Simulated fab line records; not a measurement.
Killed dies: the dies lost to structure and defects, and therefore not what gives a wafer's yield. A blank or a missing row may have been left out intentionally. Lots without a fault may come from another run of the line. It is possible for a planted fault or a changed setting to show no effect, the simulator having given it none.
Split-lot experiment + flow n5 finfet + route with 1938 steps; 7 lots, 21 wafers read

## THE SPLIT ITSELF
At N5_BEOL_M9_ILD_DEP_00 (deposits SiCOH lowk from DEMS/porogen, target thk 308.51 nm, time 58 s), the setting time s was moved away from the recipe's 58 s on 6 of the 21 wafers read, by -7.0% to +13.4%. For the rest of the wafers, this setting stayed at what the recipe calls for.

## FROM THE SPLIT ON TO THE READING: in between, the file shows 1 step
- N5_BEOL_M9_CURE_71: cures SiCOH lowk, time 240 s

## THE READING
Values of M9_ILD_THK in nm from N5_BEOL_M9_THK_MEAS_01. Fault-free wafers of this fab line usually give 269 nm, standard deviation 3.4 nm.

| wafer  | tool, chamber at the split | time s as run, s | against the recipe | M9_ILD_THK, nm | against lot-mates on the recipe |
|--------|----------------------------|------------------|--------------------|----------------|---------------------------------|
| L074.3 | pecvd-01, 2                | 58               | recipe             | 268            | -                               |
| L074.4 | pecvd-01, 0                | 53.96            | -7.0%              | 255            | -13                             |
| L074.6 | pecvd-01, 2                | 53.96            | -7.0%              | 254            | -14                             |
| L075.1 | pecvd-03, 0                | 58               | recipe             | 268            | -                               |
| L075.3 | pecvd-03, 2                | 63.39            | +9.3%              | 290            | +22                             |
| L075.4 | pecvd-03, 1                | 63.39            | +9.3%              | 297            | +29                             |
| L077.1 | pecvd-01, 0                | 58               | recipe             | 271            | -                               |
| L077.3 | pecvd-01, 2                | 58               | recipe             | 277            | -                               |
| L077.6 | pecvd-01, 2                | 65.78            | +13.4%             | 315            | +41                             |
| L085.2 | pecvd-03, 2                | 58               | recipe             | 267            | -                               |
| L085.3 | pecvd-03, 1                | 58               | recipe             | 270            | -                               |
| L085.4 | pecvd-03, 1                | 58               | recipe             | 272            | -                               |
| L086.2 | pecvd-03, 1                | 65.78            | +13.4%             | 299            | +32                             |
| L086.3 | pecvd-03, 2                | 58               | recipe             | 265            | -                               |
| L086.5 | pecvd-03, 0                | 58               | recipe             | 270            | -                               |
| L089.1 | pecvd-03, 2                | 58               | recipe             | 264            | -                               |
| L089.4 | pecvd-03, 0                | 58               | recipe             | 273            | -                               |
| L089.6 | pecvd-03, 2                | 58               | recipe             | 271            | -                               |
| L093.1 | pecvd-04, 2                | 58               | recipe             | 266            | -                               |
| L093.5 | pecvd-04, 0                | 58               | recipe             | 272            | -                               |
| L093.6 | pecvd-04, 1                | 58               | recipe             | 271            | -                               |

THE FIT
A straight line over all 21 wafers: M9_ILD_THK changes by +2.61 nm for each +1% of time s; r = +0.96; the points scatter about the line by 4.2 nm.
The same after taking each lot's own level away (the mean of its wafers on the recipe; 21 wafers): +2.56 nm for each +1%; r = +0.97; scatter 3.4 nm.
Per that fit: largest time s move, reading shift of 34 nm.
The lots' own levels span 267.5 to 274.0 nm, that is 1.9 times the standard deviation above.
Consequently the slope shifts little with the lot-to-lot level, the two slopes agreeing.
Check: with one of the wafers moved furthest among these (+13.4%) left out of the fit, the line predicts +32.6 nm for it against its lot-mates. It came out at +41 nm against them.

## THE WHOLE CHAIN: every reading that the file lists as answering this split, in the file's order
| step                   | what it does                                                           | reading                                                                                  | change (the file's fit)              | r (the file's) |
|------------------------|------------------------------------------------------------------------|------------------------------------------------------------------------------------------|--------------------------------------|----------------|
| N5_BEOL_M9_ILD_DEP_00  | deposits SiCOH lowk from DEMS/porogen, target thk 308.51 nm, time 58 s | SiCOH_lowk_of_BEOL_M9_ILD_DEP_00.thk nm (the simulator's own value, which no gauge read) | +2.99 nm for each +1% of the setting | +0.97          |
| N5_BEOL_M9_CURE_71     | cures SiCOH lowk, time 240 s                                           | SiCOH_lowk_of_BEOL_M9_ILD_DEP_00.thk nm (the simulator's own value, which no gauge read) | +2.65 nm for each +1% of the setting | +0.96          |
| N5_BEOL_M9_THK_MEAS_01 |                                                                        | M9_ILD_THK                                                                               | +2.65 for each +1% of the setting    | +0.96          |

## THE FILE'S OWN FIT
M9_ILD_THK changes by +2.65 nm for each +1% of time s, r = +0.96.
